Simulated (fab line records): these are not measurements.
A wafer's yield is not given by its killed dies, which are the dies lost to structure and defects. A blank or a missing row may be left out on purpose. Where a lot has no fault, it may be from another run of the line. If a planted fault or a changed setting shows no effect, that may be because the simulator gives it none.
Chamber matching ; flow n5Finfet ; rieDiel-03 running N5_HKMG_FIN_ETCH_58: 4 sister chambers
The step etches SOC in N2/H2, target depth 215.8 nm, time 741 s. 16 wafers are shown with their chamber, then 8 later ones without.

## EACH WAFER AND ITS CHAMBER
wafer;chamber;drypumpMotorCurrentA (A);throttleValvePct (%);oesProductAu (a.u.)
L074.4;3;6.4;18.0;0.82
L074.5;0;5.2;17.8;0.70
L074.6;1;5.4;17.6;0.70
L075.3;0;5.2;17.8;0.71
L075.4;3;6.5;18.0;0.82
L075.5;1;5.4;17.6;0.71
L082.1;3;6.4;18.1;0.79
L082.4;2;4.7;17.9;0.69
L082.5;2;4.7;17.9;0.70
L083.3;2;4.7;17.9;0.69
L083.5;3;6.5;18.1;0.78
L083.6;2;4.7;17.9;0.70
L087.1;0;5.2;17.5;0.93
L087.5;1;5.4;17.1;0.91
L087.6;2;4.7;17.9;0.69
L090.1;2;4.7;17.9;0.69

SIGNATURES (means of the wafers above)
reading;chamber 0;chamber 1;chamber 2;chamber 3;scatter within a chamber
drypumpMotorCurrentA;5.200;5.400;4.700;6.450;0.0289
throttleValvePct;17.700;17.433;17.900;18.050;0.14
oesProductAu;0.7800;0.7733;0.6933;0.8025;0.0726
Rule: for each reading, subtract the chamber's mean from the wafer's reading, divide by that reading's scatter and square the result; add these up over the readings and take the root, which gives the wafer's distance from the chamber. The wafer belongs to the nearest chamber; if the next one is less than 2 further off, it can't be placed. The scatter: take each reading less its chamber's mean, square it, sum over the shown wafers, divide by the number of wafers less the number of chambers, and take the root.

## WAFERS WITHOUT THEIR CHAMBER
wafer;drypumpMotorCurrentA (A);throttleValvePct (%);oesProductAu (a.u.)
L090.4;5.2;17.5;0.90
L090.5;6.4;18.1;0.78
L093.1;5.2;17.5;0.89
L093.2;6.4;18.1;0.77
L093.6;5.2;17.5;0.89
L094.3;5.2;17.5;0.88
L094.4;5.4;17.2;0.88
L094.6;5.2;17.5;0.88

## WHICH CHAMBER EACH WENT THROUGH
wafer;from the rows above;in truth
L090.4;0;0
L090.5;3;3
L093.1;0;0
L093.2;3;3
L093.6;0;0
L094.3;0;0
L094.4;1;1
L094.6;0;0
Correct placement for 8 of the 8. Number that these rows cannot place: 0. Placed wrongly: 0.
